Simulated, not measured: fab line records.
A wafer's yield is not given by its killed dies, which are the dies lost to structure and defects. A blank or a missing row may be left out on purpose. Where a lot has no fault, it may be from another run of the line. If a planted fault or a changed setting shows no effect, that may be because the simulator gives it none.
A lot that was struck, set against a sound lot | flow nandHarc | 26 steps out of a route of 1302
Sound: the wafers L596.2, L596.3, L596.4. Wafers struck: L608.1, L608.2, L608.4. At the end, the cause is stated.
For every step that has rows: the tool of each side, followed by ch and its chambers, followed by its first start. Under that, the readings that differ: sound wafers | struck wafers | difference of the means | sigmas: that difference in standard deviations of wafers without a fault.
alike: readings whose means differ by less than 2 such deviations, and words and numbers that are the same on both sides. not compared: withheld readings, readings that some wafer has no value for, bounds like >300 that may hide the same value, and numbers for which the record gives no deviation and whose values overlap.
The two part at a step that has a row with sigmas, a row that says differs or no value, or rows on one side only. Numbers that don't overlap but have no deviation are shown without sigmas and don't part them. Lack of a reading on every wafer of one side parts them only where that side has two or more wafers.

first, 5 steps without rows for these wafers: NHARC_P_GATE_STRIP_15 (strips in SPM, time 780 s); NHARC_P_GATE_PRECLEAN_71 (cleans in SC1); NHARC_P_GATE_SRD_72; NHARC_P_GATE_OXIDE_16 (material SiO2, target thk 3 nm, ox time 392 s); NHARC_P_GATE_CVD_17 (deposits poly-Si, target thk 150 nm, time 900 s).
NHARC_P_GATE_HM_DEP_102: deposits aC, target thk 120 nm.
  sound on aclDep-03 ch 0, day 4 22:22; struck on aclDep-01 ch 0, day 9 21:43
  alike: throttleValvePct
NHARC_P_GATE_DEP_103: deposits SiON, target thk 30 nm.
  sound on pecvd-03 ch 0,1,2, day 4 22:55; struck on pecvd-01 ch 1,2, day 9 22:23
  alike: heaterPowerW, rfFwdPowerW
then, 5 steps without rows for these wafers: NHARC_P_GATE_DEHYDRATE_18 (time 120 s); NHARC_P_GATE_HMDS_19 (time 30 s); NHARC_P_GATE_COAT_20 (resist thk 90 nm); NHARC_P_GATE_SOFTBAKE_21 (time 55 s); NHARC_P_GATE_EBR_22.
NHARC_P_GATE_EXPOSE_23: exposes mask P GATE, target cd 120 nm.
  sound on arfiScanner-01 ch 0, day 4 23:27; struck on arfiScanner-02 ch 0, day 9 22:47
reading           | sound             | struck            | difference | sigmas
exposureDoseMJCm2 | 93.93 93.93 93.95 | 85.25 85.13 85.17 | -8.75      | -88
  alike: mask, focusOffsetNm
then, 2 steps without rows for these wafers: NHARC_P_GATE_PEB_24 (peb time 65 s); NHARC_P_GATE_DEVELOP_25 (develop time 35 s).
NHARC_P_GATE_CD_MEAS_26: target cd 120 nm.
  sound on cdSem-03 ch 0, day 4 23:35; struck on cdSem-03 ch 0, day 9 22:56
reading   | sound             | struck            | difference | sigmas
cdNm (nm) | 120.5 120.6 120.1 | 126.3 126.0 125.9 | +5.7       | +10
NHARC_P_GATE_OVL_MEAS_27:
  sound: overlay-02 at day 4 23:41; struck: overlay-01 at day 9 23:01
  alike: overlayXNm, overlayYNm
NHARC_P_GATE_INSPECT_28:
  sound: defectInspect-02 at day 4 23:43; struck: defectInspect-02 at day 9 23:04
  alike: rawDefectCount
NHARC_P_GATE_DESCUM_31: chemistry O2, time 3 s.
  sound on rieDiel-06 ch 0,1,2, day 4 23:46; struck on rieDiel-06 ch 0,2,3, day 9 23:07
reading                | sound             | struck            | difference | sigmas
rfHoursCounterH (h)    | 6.8 7.6 6.3       | 6.0 5.7 4.6       | -1.5       | 
model.P_GATE.cdNm (nm) | 120.4 120.6 120.5 | 126.3 126.6 125.8 | +5.7       | 
  alike: chamberPressureMTorr, drypumpMotorCurrentA, oesProductAu, rfVppV, showerheadPlenumPTorr, throttleValvePct
then, 1 step without rows for these wafers: NHARC_P_GATE_ETCH_104 (etches the open film in CF4/CHF3, target depth 60 nm).
NHARC_P_GATE_HM_OPEN_105: chemistry O2/COS, target depth 360 nm.
  sound: rieDiel-06 ch 0,2,3; struck: rieDiel-06 ch 0,1,2
reading             | sound       | struck      | difference | sigmas
rfHoursCounterH (h) | 7.7 6.3 7.1 | 4.3 4.6 5.8 | -2.1       | 
  alike: chamberPressureMTorr, cosFlowSccm, drypumpMotorCurrentA, oesProductAu, rfFwdPowerW, rfVppV, showerheadPlenumPTorr, throttleValvePct
then, 1 step without rows for these wafers: NHARC_P_GATE_STRIP_106 (strips in O2/COS).
NHARC_P_GATE_ETCH_114: etches the open film in CF4/O2, target depth 30 nm, overetch 3 nm, time 16.5 s.
  sound: rieDiel-06 ch 0,2,3; struck: rieDiel-06 ch 0,2,3
reading             | sound       | struck      | difference | sigmas
rfHoursCounterH (h) | 6.4 7.7 7.1 | 5.8 6.1 4.6 | -1.6       | 
  alike: chamberPressureMTorr, drypumpMotorCurrentA, oesProductAu, rfFwdPowerW, rfVppV, showerheadPlenumPTorr, throttleValvePct
NHARC_P_GATE_ETCH_32: etches the open film in HBr/Cl2, target depth 150 nm, time 100.1 s.
  sound on rieSi-04 ch 0,1,2, day 5 00:15; struck on rieSi-01 ch 0,2,3, day 9 23:36
reading                | sound           | struck            | difference | sigmas
rfHoursCounterH (h)    | 0.45 0.64 0.65  | 0.05 0.09 0.09    | -0.50      | 
model.P_GATE.cdNm (nm) | 118.8 119.6 117 | 128.3 126.1 125.5 | +8.2       | 
  alike: chamberPressureMTorr, drypumpMotorCurrentA, heBacksideLeakSccm, oesProductAu, rfFwdPowerW, throttleValvePct
NHARC_P_GATE_STRIP_108: strips in O2.
  sound on rieDiel-02 ch 1,2,3, day 5 00:24; struck on rieDiel-02 ch 1,2,3, day 9 23:45
reading             | sound | struck | difference | sigmas
rfHoursCounterH (h) | 1 1 1 | 8 7 8  | +7         | 
  alike: chamberPressureMTorr, drypumpMotorCurrentA, oesProductAu, rfVppV, showerheadPlenumPTorr, throttleValvePct
-- record jumps: 19 days between struck wafers' starts before vs after; left off in module P_GATE, resumes in module END, first step shown is number 1302 of the route --
NHARC_END_SORT_01:
  here the record holds rows for the struck wafers (prober-01 ch 0, day 29 09:50) but none for the sound ones

WHERE THEY PART
At NHARC_P_GATE_EXPOSE_23 first; at NHARC_END_SORT_01 last (within this record only).

WHY: whatever the simulator had introduced
Process parameter drift: arfiScanner-02, from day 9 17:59 on, at NHARC_P_GATE_EXPOSE_23. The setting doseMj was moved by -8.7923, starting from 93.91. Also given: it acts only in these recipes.
